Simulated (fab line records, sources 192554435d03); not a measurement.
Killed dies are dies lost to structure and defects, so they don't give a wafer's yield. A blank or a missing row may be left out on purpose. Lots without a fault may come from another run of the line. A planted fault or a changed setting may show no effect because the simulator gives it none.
Chamber matching | flow n5_finfet | N5_WELL_APT_DESCUM_30 on rie_diel-04: 4 sister chambers
The step chemistry O2, time 7.9 s. 14 wafers are shown with their chamber, then 7 later ones without.

WAFERS WITH THEIR CHAMBER
wafer  | chamber | showerhead_plenum_p_Torr (Torr) | throttle_valve_pct (%) | oes_product_au (a.u.)
L079.1 | 0       | 2.09                            | 20.82                  | 0.71
L079.4 | 2       | 2.12                            | 20.01                  | 0.89
L079.6 | 2       | 2.12                            | 20.00                  | 0.88
L080.2 | 1       | 2.05                            | 20.57                  | 0.96
L080.5 | 2       | 2.12                            | 20.01                  | 0.89
L080.6 | 1       | 2.05                            | 20.57                  | 0.96
L085.1 | 3       | 1.97                            | 20.72                  | 0.70
L085.4 | 0       | 2.09                            | 20.83                  | 0.69
L085.5 | 2       | 2.12                            | 20.05                  | 0.87
L087.1 | 0       | 2.08                            | 20.86                  | 0.69
L087.5 | 2       | 2.12                            | 20.06                  | 0.85
L087.6 | 1       | 2.05                            | 20.61                  | 0.93
L089.1 | 0       | 2.08                            | 20.84                  | 0.69
L089.3 | 1       | 2.05                            | 20.60                  | 0.92

SIGNATURES (means of the wafers above)
reading                  | chamber 0 | chamber 1 | chamber 2 | chamber 3 | scatter within a chamber
showerhead_plenum_p_Torr | 2.0850    | 2.0500    | 2.1200    | 1.9700    | 0.00316
throttle_valve_pct       | 20.8375   | 20.5875   | 20.0260   | 20.7200   | 0.0225
oes_product_au           | 0.6950    | 0.9425    | 0.8760    | 0.7000    | 0.0164
Rule: a wafer's distance from a chamber is the root of the sum, over the readings, of the square of ((its reading less the chamber's mean) divided by the reading's scatter). The wafer belongs to the nearest chamber; if the next one is less than 2 further off, it can't be placed. The scatter: the root of (the sum of the squares of (reading less its chamber's mean) over the shown wafers, divided by (wafers less chambers)).

WAFERS WITHOUT THEIR CHAMBER
wafer  | showerhead_plenum_p_Torr (Torr) | throttle_valve_pct (%) | oes_product_au (a.u.)
L089.4 | 2.12                            | 20.05                  | 0.85
L092.4 | 2.04                            | 20.61                  | 0.91
L092.5 | 2.11                            | 20.06                  | 0.84
L092.6 | 2.04                            | 20.61                  | 0.90
L094.1 | 2.11                            | 20.07                  | 0.84
L094.2 | 2.08                            | 20.87                  | 0.68
L094.3 | 2.04                            | 20.62                  | 0.89

WHICH CHAMBER EACH WENT THROUGH
wafer  | from the rows above | in truth
L089.4 | 2                   | 2
L092.4 | 1                   | 1
L092.5 | 2                   | 2
L092.6 | 1                   | 1
L094.1 | 2                   | 2
L094.2 | 0                   | 0
L094.3 | 1                   | 1
Placed correctly: 7 of 7. Can't be placed from these rows: 0. Placed wrongly: 0.
